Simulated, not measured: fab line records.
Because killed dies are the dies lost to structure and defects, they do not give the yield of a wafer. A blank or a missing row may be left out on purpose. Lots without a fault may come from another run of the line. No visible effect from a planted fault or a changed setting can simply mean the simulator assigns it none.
Matching of chambers -- flow n5-finfet -- 4 sister chambers for N5_BEOL_M13_ETCH_38 on rie-diel-06
The step etches SiCN in CF4/N2, target depth 67.5 nm, time 71.9 s. 4 wafers are shown with their chamber, then 8 later ones without.

EACH WAFER AND ITS CHAMBER
wafer,chamber,showerhead-plenum-p-Torr (Torr)
L078.2,1,2.09
L082.1,3,2.15
L082.5,2,2.30
L091.1,0,2.21

WAFERS WITHOUT THEIR CHAMBER
wafer,showerhead-plenum-p-Torr (Torr)
L091.3,2.35
L091.6,2.14
L093.2,2.29
L093.3,2.35
L093.5,2.35
L095.1,2.14
L095.3,2.29
L095.6,2.35

CHAMBER TAKEN BY EACH
wafer,from the rows above,in truth
L091.3,2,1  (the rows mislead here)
L091.6,can't be placed: 3 or 1 or 0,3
L093.2,can't be placed: 2 or 0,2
L093.3,2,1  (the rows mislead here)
L093.5,2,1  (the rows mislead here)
L095.1,can't be placed: 3 or 1 or 0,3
L095.3,can't be placed: 2 or 0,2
L095.6,2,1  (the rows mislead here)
Correct placement for 0 of the 8. Not placeable from these rows: 4 (in 4, the candidates include the true chamber). Number placed wrongly: 4.
How it was worked out, from the rows above alone: a wafer's distance from a chamber is the root of the sum, over the readings, of the square of ((its reading less the chamber's mean) divided by the reading's scatter). If the next closest chamber is less than 2 further off than the closest, the wafer can't be placed; otherwise it belongs to the closest. For every chamber, the mean is computed from those of its wafers that are shown. The scatter: root of mean squared gap, hidden wafer to nearest shown wafer, with one shown wafer a chamber.
